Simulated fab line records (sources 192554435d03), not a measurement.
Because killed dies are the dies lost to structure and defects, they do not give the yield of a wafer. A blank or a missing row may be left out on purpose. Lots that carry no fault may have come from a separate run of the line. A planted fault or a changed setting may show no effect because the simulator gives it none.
Matching of chambers | flow n5 finfet | N5_BEOL_M8_ILD_DEP_00 on pecvd-04: 3 sister chambers
The step deposits SiCOH lowk from DEMS/porogen, target thk 179.75 nm, time 33.4 s. 22 wafers are shown with their chamber, then 11 later ones without.

## WAFERS PAIRED WITH THEIR CHAMBERS
wafer  | chamber | throttle valve pct (%) | showerhead plenum p Torr (Torr) | heater power w (W)
L075.3 | 2       | 13.6                   | 5.708                           | 372
L075.5 | 0       | 14.1                   | 5.772                           | 302
L075.6 | 1       | 16.9                   | 5.753                           | 273
L078.1 | 1       | 17.3                   | 5.752                           | 289
L078.3 | 2       | 13.5                   | 5.711                           | 337
L078.6 | 1       | 17.4                   | 5.760                           | 300
L076.1 | 0       | 14.3                   | 5.766                           | 334
L076.4 | 2       | 13.6                   | 5.701                           | 351
L076.5 | 0       | 14.5                   | 5.770                           | 343
L077.1 | 2       | 13.4                   | 5.707                           | 370
L077.4 | 1       | 16.9                   | 5.744                           | 330
L077.5 | 0       | 14.1                   | 5.761                           | 335
L079.1 | 0       | 14.3                   | 5.771                           | 311
L079.4 | 1       | 17.0                   | 5.747                           | 256
L079.6 | 2       | 13.6                   | 5.701                           | 332
L083.2 | 2       | 13.4                   | 5.711                           | 349
L083.5 | 1       | 16.8                   | 5.765                           | 263
L083.6 | 2       | 13.7                   | 5.708                           | 350
L082.2 | 1       | 17.1                   | 5.744                           | 327
L082.4 | 1       | 17.1                   | 5.735                           | 333
L082.5 | 2       | 13.6                   | 5.706                           | 312
L080.1 | 2       | 13.6                   | 5.708                           | 327

SIGNATURES (means of the wafers above)
reading                  | chamber 0 | chamber 1 | chamber 2 | scatter within a chamber
throttle valve pct       | 14.260    | 17.062    | 13.556    | 0.161
showerhead plenum p Torr | 5.76800   | 5.75000   | 5.70678   | 0.00662
heater power w           | 325.00    | 296.38    | 344.44    | 24.1
Rule: a wafer lies at a distance from a chamber equal to the root of the sum of squares, over the readings, of (its reading less the chamber's mean, divided by the reading's scatter). The wafer belongs to the nearest chamber; if the next one is less than 2 further off, it can't be placed. The scatter is the square root of a quotient: the sum, over the shown wafers, of each reading's squared deviation from its chamber's mean, divided by wafers minus chambers.

## WAFERS WHOSE CHAMBER IS MISSING
wafer  | throttle valve pct (%) | showerhead plenum p Torr (Torr) | heater power w (W)
L080.3 | 17.0                   | 5.735                           | 269
L080.6 | 17.2                   | 5.736                           | 275
L091.1 | 14.1                   | 5.776                           | 348
L091.4 | 13.7                   | 5.707                           | 351
L091.5 | 14.1                   | 5.778                           | 264
L093.3 | 14.3                   | 5.768                           | 342
L093.4 | 17.1                   | 5.742                           | 314
L093.6 | 14.3                   | 5.776                           | 260
L096.2 | 13.9                   | 5.773                           | 347
L096.3 | 17.0                   | 5.745                           | 295
L096.4 | 14.2                   | 5.763                           | 270

## WHICH CHAMBER EACH WENT THROUGH
wafer  | from the rows above | in truth
L080.3 | 1                   | 1
L080.6 | 1                   | 1
L091.1 | 0                   | 0
L091.4 | 2                   | 2
L091.5 | 0                   | 0
L093.3 | 0                   | 0
L093.4 | 1                   | 1
L093.6 | 0                   | 0
L096.2 | 0                   | 0
L096.3 | 1                   | 1
L096.4 | 0                   | 0
Placed correctly: 11 of 11. Can't be placed from these rows: 0. Placed wrongly: 0.
